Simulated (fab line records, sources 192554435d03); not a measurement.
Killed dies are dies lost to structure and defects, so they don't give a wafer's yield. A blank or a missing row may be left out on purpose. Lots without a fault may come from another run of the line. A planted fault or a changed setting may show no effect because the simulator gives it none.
A struck lot beside a sound one | flow n5_finfet | 18 steps out of a route of 1938
Sound: wafers L876.1, L876.4, L876.6. Struck: wafer L881.4. (L881.5 of the same lot was not struck and is left out.) The cause comes at the end.
At each step with rows: each side's tool, then ch and its chambers, then its first start. Under that, the readings that differ: sound wafers | struck wafers | difference of the means | sigmas: that difference in standard deviations of wafers without a fault.
alike: readings whose means differ by less than 2 such deviations, and words and numbers that are the same on both sides. not compared: withheld readings, readings that some wafer has no value for, bounds like >300 that may hide the same value, and numbers for which the record gives no deviation and whose values overlap.
The two part at a step that has a row with sigmas, a row that says differs or no value, or rows on one side only. Numbers that don't overlap but have no deviation are shown without sigmas and don't part them. A reading that every wafer of one side lacks parts them only if that side has two wafers or more.

first, 1 step without rows for these wafers: N5_BEOL_M4_ANNEAL_82 (time 240 s).
N5_BEOL_M4_SPUTTER_86: material Cu, target thk 4.5 nm, time 8.29 s.
  sound on pvd_sputter-01, day 9 21:47; struck on pvd_sputter-03, day 11 16:30
  alike: chamber_pressure_pa, throttle_valve_pct
N5_BEOL_M4_ANNEAL_87: time 240 s.
  sound on pvd_sputter-01, day 9 21:52; struck on pvd_sputter-03, day 11 16:35
  alike: heater_power_w
then, 4 steps without rows for these wafers: N5_BEOL_M4_SPUTTER_88 (material Cu, target thk 4.5 nm, time 8.29 s); N5_BEOL_M4_ANNEAL_89 (time 240 s); N5_BEOL_M4_SPUTTER_90 (material Cu, target thk 4.5 nm, time 8.29 s); N5_BEOL_M4_ANNEAL_91 (time 240 s).
N5_BEOL_M4_SPUTTER_92: material Cu, target thk 4.5 nm, time 8.29 s.
  sound on pvd_sputter-01, day 9 22:26; struck on pvd_sputter-03, day 11 17:10
  alike: chamber_pressure_pa, throttle_valve_pct
N5_BEOL_M4_ANNEAL_93: time 240 s.
  sound on pvd_sputter-01, day 9 22:31; struck on pvd_sputter-03, day 11 17:14
  alike: heater_power_w
then, 2 steps without rows for these wafers: N5_BEOL_M4_SPUTTER_94 (material Cu, target thk 4.5 nm, time 8.29 s); N5_BEOL_M4_ANNEAL_95 (time 240 s).
N5_BEOL_M4_SPUTTER_96: material Cu, target thk 4.5 nm, time 8.29 s.
  sound on pvd_sputter-01, day 9 22:53; struck on pvd_sputter-03, day 11 17:36
  alike: chamber_pressure_pa, throttle_valve_pct
N5_BEOL_M4_ECD_50: material Cu, target thk 300 nm.
  sound on ecd_cu-01 ch 0, day 9 23:00; struck on ecd_cu-01 ch 1, day 11 17:44
  reading                                | sound         | struck | difference | sigmas
  model.Cu_of_BEOL_M4_ECD_50.thk_nm (nm) | 303 301.6 300 | 205    | -97        |
then, 1 step without rows for these wafers: N5_BEOL_M4_ANNEAL_51 (time 90 s).
N5_BEOL_M4_CMP_52: polishes, stops on SiOC, t overpolish 6.8 s, target thk 40 nm.
  sound on cmp-03 ch 0,1,3, day 9 23:27; struck on cmp-03 ch 0, day 11 18:26
  reading                | sound    | struck | difference | sigmas
  time_to_endpoint_s (s) | 62 58 64 | 45     | -16        | -5
  alike: edge_zone_pressure_frac, motor_current_A
  not compared: pad_life_wafers
N5_BEOL_M4_THK_MEAS_53: measures by xrf.
  sound on film_metro-01, day 9 23:40; struck on film_metro-01, day 11 18:44
  alike: M4_THK
N5_BEOL_M4_RC_MEAS_101:
  sound on prober-01 ch 0, day 10 00:01; struck on prober-02 ch 0, day 11 19:32
  reading       | sound       | struck | difference | sigmas
  ION_P (uA/um) | 468 474 480 | 457    | -17        | -2
  alike: DIBL_N, DIBL_P, IOFF_N, IOFF_P, ION_N, SS_N, SS_P, VT_N, VT_P
-- the record jumps here: 4 days lie between the struck wafers' starts before and after (it left off in module BEOL_M4 and takes up again in module PASSIVATION, whose first step shown is number 1936 of the route) --
N5_PASSIVATION_PROBE_49:
  sound on prober-02, day 14 19:35; struck on prober-02, day 16 00:38
  reading                  | sound          | struck | difference | sigmas
  defect_limited_yield (%) | 92.0 91.4 90.7 | 87.6   | -3.8       | -3
  killed_at_M0_to_M3       | 49 39 47       | 71     | +26        | +3
  killed_dies              | 94 102 110     | 146    | +44        | +2
  killed_open              | 58 69 71       | 101    | +35        | +3
  sort_bin_5_function (%)  | 4.4 5.7 4.8    | 6.9    | +1.9       | +2
  sort_bin_6_memory (%)    | 3.1 2.6 3.4    | 4.8    | +1.8       | +2
  sort_n_pass              | 1086 1078 1070 | 1034   | -44        | -2
  sort_yield_pct (%)       | 92.0 91.4 90.7 | 87.6   | -3.8       | -3
  alike: killed_at_M4_up, killed_at_contacts, killed_at_front_end, killed_at_other, killed_short, sort_bin_4_leakage, sort_bin_8_speed

WHERE THEY PART
First at N5_BEOL_M4_CMP_52; last, within this record, at N5_PASSIVATION_PROBE_49.

WHY: what the simulator had put in
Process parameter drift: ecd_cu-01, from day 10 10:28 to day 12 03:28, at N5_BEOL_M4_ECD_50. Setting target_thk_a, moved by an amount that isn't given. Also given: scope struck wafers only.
